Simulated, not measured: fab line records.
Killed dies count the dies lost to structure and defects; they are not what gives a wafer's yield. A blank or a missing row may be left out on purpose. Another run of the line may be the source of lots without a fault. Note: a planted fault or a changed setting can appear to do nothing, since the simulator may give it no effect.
Chamber matching | flow n5_finfet | N5_BEOL_M10_ETCH_62 on rie_diel-02: 4 sister chambers
The step etches SOC in N2/H2, target depth 110 nm, overetch 22 nm, time 165 s. 4 wafers are shown with their chamber, then 11 later ones without.

== WAFERS, EACH WITH ITS CHAMBER ==
wafer  | chamber | showerhead_plenum_p_Torr (Torr)
L087.3 | 3       | 2.51
L089.1 | 2       | 2.43
L089.2 | 1       | 2.71
L090.1 | 0       | 2.40

== WAFERS WITHOUT THEIR CHAMBER ==
wafer  | showerhead_plenum_p_Torr (Torr)
L090.2 | 2.43
L090.3 | 2.71
L094.1 | 2.43
L094.2 | 2.70
L094.4 | 2.43
L095.1 | 2.50
L095.3 | 2.43
L095.4 | 2.43
L096.2 | 2.50
L096.3 | 2.42
L096.6 | 2.70

== CHAMBER TAKEN BY EACH ==
wafer  | from the rows above     | in truth
L090.2 | 2                       | 2
L090.3 | 1                       | 1
L094.1 | 2                       | 2
L094.2 | 1                       | 1
L094.4 | 2                       | 2
L095.1 | 3                       | 3
L095.3 | 2                       | 2
L095.4 | 2                       | 2
L096.2 | 3                       | 3
L096.3 | can't be placed: 2 or 0 | 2
L096.6 | 1                       | 1
Correctly placed: 10 of 11. Unplaceable from these rows: 1, with the true chamber sitting among the candidates in 1. 0 placed wrongly.
How it was worked out, from the rows above alone: a wafer's distance from a chamber is the root of the sum, over the readings, of the square of ((its reading less the chamber's mean) divided by the reading's scatter). If the next closest chamber is less than 2 further off than the closest, the wafer can't be placed; otherwise it belongs to the closest. Each chamber's mean is taken over the wafers shown for it. The scatter: with one shown wafer a chamber, the root of the mean of the squares of how far each hidden wafer lies from its nearest shown one.
